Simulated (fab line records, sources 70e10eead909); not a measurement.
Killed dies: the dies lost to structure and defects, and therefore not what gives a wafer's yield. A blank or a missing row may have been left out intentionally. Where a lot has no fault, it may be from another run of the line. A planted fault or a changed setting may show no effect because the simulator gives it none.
Struck lot and sound lot, side by side | flow nand harc | 18 out of 1159 route steps
Sound: the wafers L334.2, L334.3, L334.6. Struck: wafers L342.3, L342.5, L342.6. The cause comes at the end.
Per side, at each step with rows, come the tool, then ch with its chambers, and then its first start. Under that, the readings that differ: sound wafers | struck wafers | difference of the means | sigmas: that difference in standard deviations of wafers without a fault.
alike: readings with means less than 2 such deviations apart, plus words and numbers identical on both sides. not compared: withheld readings, readings lacking a value on some wafer, bounds such as >300 that could conceal the same value, and numbers that have no deviation in the record and whose values overlap.
The two part at a step that has a row with sigmas, a row that says differs or no value, or rows on one side only. Numbers that don't overlap but have no deviation are shown without sigmas and don't part them. A reading missing from all wafers of one side parts the sides only when that side holds two or more wafers.

first, 1 step without rows for these wafers: NHARC_P_ZERO_WELL_HARDBAKE_12 (time 65 s).
NHARC_P_ZERO_WELL_DESCUM_13: chemistry O2, time 3 s.
  sound on rie diel-07 ch 0,1,3, day 3 01:16; struck on rie diel-08 ch 1,2, day 5 01:24
  alike: drypump motor current A, oes product au, rf vpp V, showerhead plenum p Torr, throttle valve pct
  not compared: rf hours counter h
NHARC_P_ZERO_WELL_ETCH_65: etches the open film in N2/H2, target depth 80 nm, overetch 24 nm, time 87.88 s.
  sound on rie diel-07 ch 0,1, day 3 01:22; struck on rie diel-08 ch 1,3, day 5 01:31
  reading                     | sound             | struck            | difference | sigmas
  drypump motor current A (A) | 5.2 5.6 5.2       | 6.4 6.4 6.1       | +1.0       | +2
  oes product au (a.u.)       | 1.038 1.026 1.035 | 0.993 1.005 0.998 | -0.034     | -2
  alike: rf vpp V, showerhead plenum p Torr, throttle valve pct
  not compared: rf hours counter h
NHARC_P_ZERO_WELL_ETCH_62: etches the open film in CHF3/Ar, target depth 13 nm, time 6.5 s.
  sound: rie diel-07 ch 0,3; struck: rie diel-08 ch 1,3
  alike: drypump motor current A, oes product au, rf vpp V, showerhead plenum p Torr, throttle valve pct
  not compared: rf hours counter h
NHARC_P_ZERO_WELL_ETCH_63: etches the open film in HBr/Cl2, target depth 120 nm, time 40.1 s.
  sound on rie si-02 ch 1,2, day 3 01:32; struck on rie si-03 ch 0,1,3, day 5 01:43
  alike: drypump motor current A, oes product au, throttle valve pct
  not compared: rf hours counter h
then, 7 steps without rows for these wafers: NHARC_P_ZERO_WELL_STRIP_15 (strips in SPM, time 900 s); NHARC_P_ZERO_WELL_DEHYDRATE_16 (time 120 s); NHARC_P_ZERO_WELL_HMDS_17 (time 30 s); NHARC_P_ZERO_WELL_COAT_18; NHARC_P_ZERO_WELL_SOFTBAKE_19 (time 95 s); NHARC_P_ZERO_WELL_EBR_20; NHARC_P_ZERO_WELL_EXPOSE_21 (exposes mask P NWELL, target cd 720 nm).
NHARC_P_ZERO_WELL_PEB_22: peb time 85 s.
  sound on litho track-02 ch 0, day 3 02:22; struck on litho track-03 ch 0, day 5 02:24
  reading                  | sound                | struck               | difference | sigmas
  heater power total W (W) | 163.90 164.16 163.65 | 153.93 154.31 153.96 | -9.84      | -35
  plate temp C (C)         | 117.77 117.89 117.81 | 112.64 112.62 112.50 | -5.24      | -37
  alike: exhaust pa
then, 1 step without rows for these wafers: NHARC_P_ZERO_WELL_DEVELOP_23 (time 70 s).
NHARC_P_ZERO_WELL_CD_MEAS_24 targets a cd of 720 nm.
  sound on cd sem-01 ch 0, day 3 02:28; struck on cd sem-02 ch 0, day 5 02:30
  reading    | sound             | struck            | difference | sigmas
  cd nm (nm) | 723.2 720.7 719.2 | 711.1 713.3 709.6 | -9.7       | -4
then, 1 step without rows for these wafers: NHARC_P_ZERO_WELL_HARDBAKE_25 (time 80 s).
NHARC_P_ZERO_WELL_DESCUM_26: chemistry O2, time 3 s.
  sound on rie diel-11 ch 0,1, day 3 02:38; struck on rie diel-07 ch 1,2,3, day 5 02:40
  reading                      | sound           | struck            | difference | sigmas
  model.P_ZERO_WELL.cd nm (nm) | 723 719.6 718.8 | 710.3 713.4 709.5 | -9.4       |
  alike: drypump motor current A, oes product au, rf vpp V, showerhead plenum p Torr, throttle valve pct
  not compared: rf hours counter h
next, for these wafers, 1 step has no rows: NHARC_P_ZERO_WELL_IMPLANT_27.

== WHERE THEY PART ==
At NHARC_P_ZERO_WELL_ETCH_65 first; at NHARC_P_ZERO_WELL_CD_MEAS_24 last (within this record only). Later steps at which nothing parts them and some readings are alike: NHARC_P_ZERO_WELL_DESCUM_26.

WHY: whatever the simulator had introduced
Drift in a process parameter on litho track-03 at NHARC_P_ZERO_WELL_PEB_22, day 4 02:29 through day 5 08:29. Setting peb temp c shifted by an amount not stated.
